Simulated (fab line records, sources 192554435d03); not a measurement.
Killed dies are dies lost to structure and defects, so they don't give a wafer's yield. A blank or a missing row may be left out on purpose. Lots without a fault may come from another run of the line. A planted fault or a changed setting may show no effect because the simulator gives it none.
A struck lot beside a sound one | flow n5_finfet | 15 steps out of a route of 1938
Sound: wafers L721.1, L721.3, L721.6. Struck: wafers L736.2, L736.3, L736.5. The cause comes at the end.
At each step with rows: each side's tool, then ch and its chambers, then its first start. Under that, the readings that differ: sound wafers | struck wafers | difference of the means | sigmas: that difference in standard deviations of wafers without a fault.
alike: readings whose means differ by less than 2 such deviations, and words and numbers that are the same on both sides. not compared: withheld readings, readings that some wafer has no value for, bounds like >300 that may hide the same value, and numbers for which the record gives no deviation and whose values overlap.
The two part at a step that has a row with sigmas, a row that says differs or no value, or rows on one side only. Numbers that don't overlap but have no deviation are shown without sigmas and don't part them. A reading that every wafer of one side lacks parts them only if that side has two wafers or more.

N5_HKMG_FIN_CD_MEAS_12: target cd 92.8 nm.
  sound on cd_sem-01 ch 0, day 4 01:43; struck on cd_sem-01 ch 0, day 8 02:34
  alike: cd_nm
N5_HKMG_FIN_OVL_MEAS_13:
  sound on overlay-01 ch 0, day 4 01:45; struck on overlay-01 ch 0, day 8 02:41
  alike: NWFM_OVL
N5_HKMG_FIN_INSPECT_14: inspects for defects (macro).
  sound on defect_inspect-01, day 4 01:47; struck on defect_inspect-02, day 8 02:43
  alike: raw_defect_count
then, 2 steps without rows for these wafers: N5_HKMG_FIN_DESCUM_17 (chemistry O2, time 7.9 s); N5_HKMG_FIN_ETCH_31 (etches SiARC in CF4, target depth 45.5 nm, time 75.8 s).
N5_HKMG_FIN_ETCH_32: etches SOC in N2/H2, target depth 240 nm, time 300 s.
  sound on rie_diel-05 ch 1,2, day 4 02:02; struck on rie_diel-05 ch 0,1, day 8 03:20
  alike: drypump_motor_current_A, oes_product_au, rf_vpp_V, showerhead_plenum_p_Torr, throttle_valve_pct
  not compared: rf_hours_counter_h
then, 1 step without rows for these wafers: N5_HKMG_FIN_STRIP_33 (strips in N2/H2).
N5_HKMG_FIN_STRIP_34: strips in CF4.
  sound on rie_diel-05 ch 1,2, day 4 02:14; struck on rie_diel-05 ch 0,1, day 8 03:31
  alike: drypump_motor_current_A, oes_product_au, rf_vpp_V, showerhead_plenum_p_Torr, throttle_valve_pct
  not compared: rf_hours_counter_h
N5_HKMG_FIN_ETCH_35: etches SOC in N2/H2, target depth 215.8 nm, time 243.4 s.
  sound on rie_diel-05 ch 1,2, day 4 02:15; struck on rie_diel-05 ch 0,1, day 8 03:32
  alike: drypump_motor_current_A, oes_product_au, rf_vpp_V, showerhead_plenum_p_Torr, throttle_valve_pct
  not compared: rf_hours_counter_h
N5_HKMG_FIN_STRIP_92: strips SOC in N2/H2, time 20 s.
  sound on rie_diel-05 ch 1,2, day 4 02:24; struck on rie_diel-05 ch 0,1, day 8 03:41
  alike: drypump_motor_current_A, oes_product_au, rf_vpp_V, showerhead_plenum_p_Torr, throttle_valve_pct
  not compared: rf_hours_counter_h
then, 1 step without rows for these wafers: N5_HKMG_FIN_WET_ETCH_18 (etches TiN in SC1, time 55 s, target depth 5.2 nm, rinse time 30 s).
N5_HKMG_FIN_STRIP_19: strips in N2/H2, time 360 s.
  sound on plasma_asher-01 ch 0,1, day 4 02:33; struck on plasma_asher-02 ch 0,1, day 8 03:50
  alike: drypump_motor_current_A, heater_power_w
  not compared: rf_hours_counter_h
N5_HKMG_FIN_ALD_91: deposits TiN, target thk 1 nm, pulse time 1 s, purge time 3 s.
  sound on ald_metal-04 ch 0,1,3, day 4 02:56; struck on ald_metal-04 ch 0,1,2, day 8 04:13
  reading    | sound    | struck   | difference | sigmas
  ald_cycles | 47 47 47 | 43 43 43 | -4         |
  alike: heater_power_w, precursor_pulse_height_rel
then, 1 step without rows for these wafers: N5_HKMG_FIN_COAT_85 (time 60 s, resist thk 300 nm).
-- the record jumps here: 8 days lie between the struck wafers' starts before and after (it left off in module HKMG_FIN and takes up again in module PASSIVATION, whose first step shown is number 1936 of the route) --
N5_PASSIVATION_PROBE_49:
  sound on prober-02, day 13 00:14; struck on prober-01, day 16 11:36
  alike: killed_at_M0_to_M3, killed_at_M4_up, killed_at_contacts, killed_at_front_end, killed_at_other, killed_dies, killed_open, killed_short

WHERE THEY PART
Nowhere in this record.

WHY: what the simulator had put in
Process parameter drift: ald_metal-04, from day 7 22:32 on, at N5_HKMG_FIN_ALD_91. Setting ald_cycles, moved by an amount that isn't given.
